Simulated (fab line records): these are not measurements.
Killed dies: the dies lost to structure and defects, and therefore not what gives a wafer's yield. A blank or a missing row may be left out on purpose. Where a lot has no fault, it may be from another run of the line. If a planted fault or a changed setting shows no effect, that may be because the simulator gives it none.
The same fault as seen by 2 desks ; flow nand harc ; each desk holds nothing but its own numbers, with what lay behind them at the end

THE TOOL OWNER'S DESK: pecvd-04
The tool's own readings at NHARC_P_CONTACT_DEP_30 (deposits SiNx, target thk 30 nm): means of the sampled wafers that have a number, for each lot that ran on this tool. If a lot's mean is further than 4 standard deviations from the usual mean, the lot is out of limits and carries the mark OUT (the distance appears in the brackets).
Columns: A = heater power w at NHARC_P_CONTACT_DEP_30, usual 710 W
lot;first seen here;A
L196;day 6 08:34;656
L201;day 8 06:59;665
L205;day 10 02:19;704
L206;day 10 11:17;803
L207;day 10 16:52;726
L208;day 11 16:34;713
L216;day 14 12:03;781
This desk's finding: nothing out of limits on any of the 7 lots.

THE METROLOGY DESK
Lot by lot, what the gauges showed, no matter which tool ran the lot: averages of those sampled wafers that carry a number. If a lot's mean is further than 4 standard deviations from the usual mean, the lot is out of limits and carries the mark OUT (the distance appears in the brackets).
Columns: A = cd nm at NHARC_THIN_TSV_CD_MEAS_33, usual 5001.2 nm
lot;first seen here;A
L196;day 24 06:59;5001.1
L198;day 25 13:40;5000.1
L201;day 26 07:19;5002.1
L200;day 26 14:24;5001.0
L202;day 26 19:01;4998.9
L203;day 27 05:37;5003.1
L205;day 27 22:32;5001.0
L204;day 28 03:41;4997.3
L207;day 28 09:44;5001.3
L206;day 28 10:49;5001.3
L208;day 30 00:06;4999.4
L216;day 32 18:21;5001.9
L218;day 33 12:32;5000.9
This desk's finding: nothing out of limits on any of the 13 lots.

BROUGHT TOGETHER
Nothing out of limits was seen by the tool owner's desk.
The metrology desk saw nothing out of limits.

WHAT THE SIMULATOR HAD INSERTED
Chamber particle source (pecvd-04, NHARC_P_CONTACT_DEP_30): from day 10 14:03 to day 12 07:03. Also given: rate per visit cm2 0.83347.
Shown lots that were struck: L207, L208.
